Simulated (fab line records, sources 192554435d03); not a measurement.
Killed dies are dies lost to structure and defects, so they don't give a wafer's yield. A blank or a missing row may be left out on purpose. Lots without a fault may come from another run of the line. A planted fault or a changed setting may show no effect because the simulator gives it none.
Split-lot experiment | flow n5_finfet | 7 lots, 21 wafers read, on a route of 1938 steps

THE SPLIT
At N5_BEOL_M0_SAQP_ETCH_106 (etches SOC in N2/H2, stops on SiNx, target depth 150 nm), the setting target_depth_a was moved away from the recipe's 1500 angstrom on 9 of the 21 wafers read, by -11.4% to +9.2%. The other wafers ran this setting at the recipe's value.

The reading is taken at the split's own step.

THE READING
SOC_of_BEOL_M0_SAQP_COAT_105.thk_nm (the simulator's own value, which no gauge read), in nm, at N5_BEOL_M0_SAQP_ETCH_106 (etches SOC in N2/H2, stops on SiNx, target depth 150 nm). The file gives no usual value for it. The 12 wafers here that ran the recipe average 24.0 nm, standard deviation 0.55 nm.

wafer  | tool, chamber at the split | target_depth_a as run, angstrom | against the recipe | SOC_of_BEOL_M0_SAQP_COAT_105.thk_nm, nm | against lot-mates on the recipe
L074.3 | rie_diel-02, 3             | 1500                            | recipe             | 23.8                                    | -
L074.4 | rie_diel-02, 2             | 1500                            | recipe             | 23.4                                    | -
L074.6 | rie_diel-02, 3             | 1622                            | +8.1%              | 18                                      | -5.6
L076.3 | rie_diel-05, 1             | 1500                            | recipe             | 25.6                                    | -
L076.4 | rie_diel-05, 0             | 1500                            | recipe             | 24.2                                    | -
L076.6 | rie_diel-05, 1             | 1573                            | +4.9%              | 22.4                                    | -2.5
L081.2 | rie_diel-02, 3             | 1500                            | recipe             | 24.2                                    | -
L081.3 | rie_diel-02, 1             | 1556                            | +3.7%              | 21.4                                    | -2.4
L081.4 | rie_diel-02, 2             | 1500                            | recipe             | 23.4                                    | -
L084.3 | rie_diel-02, 2             | 1381                            | -7.9%              | 29.8                                    | +5.8
L084.5 | rie_diel-02, 2             | 1381                            | -7.9%              | 29.8                                    | +5.8
L084.4 | rie_diel-02, 1             | 1500                            | recipe             | 24                                      | -
L094.4 | rie_diel-05, 2             | 1638                            | +9.2%              | 17.8                                    | -6.0
L094.5 | rie_diel-05, 2             | 1638                            | +9.2%              | 18                                      | -5.8
L094.6 | rie_diel-05, 3             | 1500                            | recipe             | 23.8                                    | -
L095.1 | rie_diel-03, 1             | 1500                            | recipe             | 23.8                                    | -
L095.4 | rie_diel-03, 0             | 1500                            | recipe             | 24                                      | -
L095.5 | rie_diel-03, 0             | 1500                            | recipe             | 24.2                                    | -
L096.4 | rie_diel-05, 2             | 1329                            | -11.4%             | 32.8                                    | +9.2
L096.5 | rie_diel-05, 3             | 1500                            | recipe             | 23.6                                    | -
L096.6 | rie_diel-05, 1             | 1329                            | -11.4%             | 33.8                                    | +10.2

THE FIT
A straight line over all 21 wafers: SOC_of_BEOL_M0_SAQP_COAT_105.thk_nm changes by -0.731 nm for each +1% of target_depth_a; r = -0.99; the points scatter about the line by 0.7 nm.
The same after taking each lot's own level away (the mean of its wafers on the recipe; 21 wafers): -0.74 nm for each +1%; r = -0.99; scatter 0.59 nm.
On that fit, the largest move of target_depth_a shifts the reading by 8.4 nm.
The lots' own levels span 23.60 to 24.90 nm, that is 2.3 times the standard deviation above.
So the lot-to-lot level changes the slope little: the two slopes agree.
Check: with one of the wafers moved furthest among these (-11.4%) left out of the fit, the line predicts +8.57 nm for it against its lot-mates. It came out at +9.2 nm against them.

OTHER SPLITS ON THESE WAFERS
These wafers also went through other splits before the reading. Each is held against what the fit with the lots' levels taken away leaves over:
other split on the same wafers                  | wafers away from the commonest value | r with SOC_of_BEOL_M0_SAQP_COAT_105.thk_nm (lot level and that fit taken away)
N5_SD_ACTIVATION_LSA_01 temp_c                  | 4                                    | +0.06
N5_ILD0_CMP_03 down_force_psi                   | 7                                    | +0.04
N5_HKMG_FIN_HK_ALD_01 ald_cycles                | 6                                    | -0.19
N5_HKMG_FIN_COAT_43 spin_rpm                    | 8                                    | +0.07
N5_GATE_CUT_COAT_27 spin_rpm                    | 4                                    | -0.04
N5_MOL_CONTACT_COAG_ETCH_105 bias_w             | 5                                    | -0.10
N5_MOL_CONTACT_COAG_ETCH_15 source_w            | 9                                    | +0.15
N5_MOL_CONTACT_COAG_ALD_133 ald_cycles          | 7                                    | +0.16
N5_MOL_CONTACT_COAG_ETCHBACK_136 target_depth_a | 7                                    | +0.41

THE FILE'S OWN FIT
SOC_of_BEOL_M0_SAQP_COAT_105.thk_nm changes by -0.728 nm for each +1% of target_depth_a, r = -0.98.
